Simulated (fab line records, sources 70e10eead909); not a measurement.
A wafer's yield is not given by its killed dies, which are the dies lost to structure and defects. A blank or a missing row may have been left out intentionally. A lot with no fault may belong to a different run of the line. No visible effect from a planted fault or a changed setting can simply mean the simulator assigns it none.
Chamber matching | flow nand harc | 4 sister chambers for NHARC_A_CONTACT_ETCH_91 on rie diel-02
The step etches the open film in CH3F/O2, target depth 40 nm, time 85.7 s. 14 wafers are shown with their chamber, then 7 later ones without.

WAFERS WITH THEIR CHAMBER
wafer  | chamber | drypump motor current A (A) | showerhead plenum p Torr (Torr) | rf vpp V (V)
L075.1 | 1       | 5.4                         | 2.37                            | 242.7
L075.5 | 1       | 5.4                         | 2.37                            | 243.2
L075.6 | 0       | 6.1                         | 2.33                            | 243.0
L079.1 | 1       | 5.4                         | 2.37                            | 244.9
L079.2 | 3       | 6.3                         | 2.46                            | 244.3
L079.6 | 0       | 6.0                         | 2.33                            | 243.0
L078.4 | 3       | 6.3                         | 2.46                            | 244.1
L078.5 | 3       | 6.3                         | 2.46                            | 245.7
L078.6 | 2       | 5.2                         | 2.41                            | 242.6
L082.4 | 1       | 5.4                         | 2.36                            | 243.3
L082.5 | 0       | 6.1                         | 2.33                            | 241.2
L082.6 | 3       | 6.3                         | 2.46                            | 244.1
L086.1 | 0       | 6.1                         | 2.32                            | 242.3
L086.3 | 3       | 6.3                         | 2.45                            | 244.1

SIGNATURES (averages over the wafers above)
reading                  | chamber 0 | chamber 1 | chamber 2 | chamber 3 | scatter within a chamber
drypump motor current A  | 6.075     | 5.400     | 5.200     | 6.300     | 0.0274
showerhead plenum p Torr | 2.3275    | 2.3675    | 2.4100    | 2.4580    | 0.0048
rf vpp V                 | 242.375   | 243.525   | 242.600   | 244.460   | 0.827
Rule: a wafer lies at a distance from a chamber equal to the root of the sum of squares, over the readings, of (its reading less the chamber's mean, divided by the reading's scatter). The wafer belongs to the nearest chamber; if the next one is less than 2 further off, it can't be placed. How the scatter is found: for the shown wafers, subtract from each reading the mean of its chamber, square and add these, divide the total by (wafers less chambers), then take the root.

WAFERS WHOSE CHAMBER IS MISSING
wafer  | drypump motor current A (A) | showerhead plenum p Torr (Torr) | rf vpp V (V)
L086.6 | 6.1                         | 2.32                            | 243.6
L091.1 | 6.1                         | 2.32                            | 243.4
L091.3 | 5.2                         | 2.40                            | 244.1
L091.4 | 5.4                         | 2.36                            | 243.9
L088.1 | 5.4                         | 2.36                            | 241.5
L088.3 | 6.1                         | 2.32                            | 241.5
L088.6 | 6.3                         | 2.45                            | 244.3

EACH ONE'S CHAMBER
wafer  | from the rows above | in truth
L086.6 | 0                   | 0
L091.1 | 0                   | 0
L091.3 | 2                   | 2
L091.4 | 1                   | 1
L088.1 | 1                   | 1
L088.3 | 0                   | 0
L088.6 | 3                   | 3
Correct placement for 7 of the 7. From these rows, 0 cannot be placed. Wrongly placed: 0.
